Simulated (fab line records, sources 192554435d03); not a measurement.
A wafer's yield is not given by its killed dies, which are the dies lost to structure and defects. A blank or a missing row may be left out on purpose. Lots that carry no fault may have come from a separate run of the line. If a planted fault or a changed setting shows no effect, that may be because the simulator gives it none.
Comparing a struck lot with a sound one -- flow n5Finfet -- 23 out of 1938 route steps
Sound: these wafers, L656.3, L656.4, L656.6. Wafers struck: L644.1, L644.2, L644.6. The cause is named last.
Per side, at each step with rows, come the tool, then ch with its chambers, and then its first start. Under that, the readings that differ: sound wafers -- struck wafers -- difference of the means -- sigmas: that difference in standard deviations of wafers without a fault.
alike: a reading whose means differ by less than 2 such deviations, as well as words and numbers matching on both sides. not compared: withheld readings; readings where some wafer has no value; bounds like >300 that might hide an equal value; numbers whose values overlap and for which the record gives no deviation.
The two part at a step that has a row with sigmas, a row that says differs or no value, or rows on one side only. When numbers do not overlap yet have no deviation, they are printed without sigmas and do not part them. A reading that every wafer of one side lacks parts them only if that side has two wafers or more.

first, 11 steps without rows for these wafers: N5_BEOL_M1_DESCUM_16 (chemistry O2, time 7 s); N5_BEOL_M1_ETCH_74 (etches underlayer in N2/H2, target depth 6.5 nm, time 5.2 s); N5_BEOL_M1_ETCH_63 (etches SiARC in CF4, target depth 15.6 nm, time 26 s); N5_BEOL_M1_ETCH_64 (etches SOC in N2/H2, target depth 75 nm, overetch 15 nm, time 112.5 s); N5_BEOL_M1_STRIP_65 (strips in N2/H2); N5_BEOL_M1_STRIP_75 (strips in N2/H2); N5_BEOL_M1_STRIP_66 (strips in CF4); N5_BEOL_M1_HM_OPEN_17 (chemistry Cl2/BCl3, target TiN, target depth 20 nm, overetch 6 nm); N5_BEOL_M1_STRIP_19 (strips in O2); N5_BEOL_M1_COAT_67 (time 60 s, resist thk 60 nm); N5_BEOL_M1_COAT_68 (time 60 s, resist thk 12 nm).
N5_BEOL_M1_COAT_76: time 60 s, resist thk 5 nm.
  sound on lithoTrack-02 ch 0, day 12 16:29; struck on lithoTrack-02 ch 0, day 9 08:19
reading,sound,struck,difference,sigmas
spinSpeedRpm (rpm),1499.1 1499.0 1499.5,1614.6 1615.3 1614.6,+115.6,+99 or more
then, 7 steps without rows for these wafers: N5_BEOL_M1_COAT_22 (resist thk 30 nm); N5_BEOL_M1_EBR_24; N5_BEOL_M1_SOFTBAKE_23 (time 60 s); N5_BEOL_M1_EXPOSE_25 (exposes mask V0, defocus 5 nm, target cd 24 nm); N5_BEOL_M1_PEB_26 (peb time 60 s); N5_BEOL_M1_DEVELOP_27 (develop time 30 s); N5_BEOL_M1_DESCUM_33 (chemistry O2, time 7 s).
N5_BEOL_M1_ETCH_77: etches underlayer in N2/H2, target depth 6.5 nm, time 5.2 s.
  sound on rieDiel-06 ch 1,3, day 12 16:56; struck on rieDiel-02 ch 2,3, day 9 08:45
reading,sound,struck,difference,sigmas
etchRfOnTimeS (s),5.25 5.22 5.23,4.84 4.95 4.83,-0.36,-4
model.etch.depthNm (nm),5.006 5.008 5.011,4.826 4.824 4.819,-0.185,
  alike: drypumpMotorCurrentA, oesProductAu, rfVppV, showerheadPlenumPTorr, throttleValvePct
  not compared: rfHoursCounterH
then, 1 step without rows for these wafers: N5_BEOL_M1_ETCH_69 (etches SiARC in CF4, target depth 15.6 nm, time 26 s).
-- a jump in the record: the struck wafers' starts before and after are 3 days apart (it breaks off in module BEOL_M1 and resumes in module BEOL_M4, where the first step shown is number 1111 of the route) --
N5_BEOL_M4_RC_MEAS_101:
  sound on prober-02 ch 0, day 15 13:20; struck on prober-01 ch 0, day 11 23:53
reading,sound,struck,difference,sigmas
VT_N (mV),252.2 254.1 247.5,248.2 244.4 244.8,-5.5,-2
  alike: DIBL_N, DIBL_P, IOFF_N, IOFF_P, ION_N, ION_P, SS_N, SS_P, VT_P
-- here the record skips 5 days between the struck wafers' starts before and after, leaving off in module BEOL_M4 and picking up in module PASSIVATION (first step shown: number 1936 of the route) --
N5_PASSIVATION_PROBE_49:
  sound: prober-01 at day 20 12:35; struck: prober-01 at day 16 23:23
reading,sound,struck,difference,sigmas
killed_at_M0_to_M3,40 64 71,33 40 26,-25,-2
  alike: defectLimitedYield, killed_at_M4_up, killedAtContacts, killedAtFrontEnd, killedAtOther, killedDies, killedOnRim, killedOpen, killedShort, sort_bin_5_function, sort_bin_6_memory, sortNPass, sortYieldPct

WHERE THEY PART
Last at N5_PASSIVATION_PROBE_49 as far as this record goes, first at N5_BEOL_M1_COAT_76.

WHY: whatever the simulator had introduced
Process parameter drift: lithoTrack-02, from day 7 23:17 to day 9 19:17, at N5_BEOL_M1_COAT_76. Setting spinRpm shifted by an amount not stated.
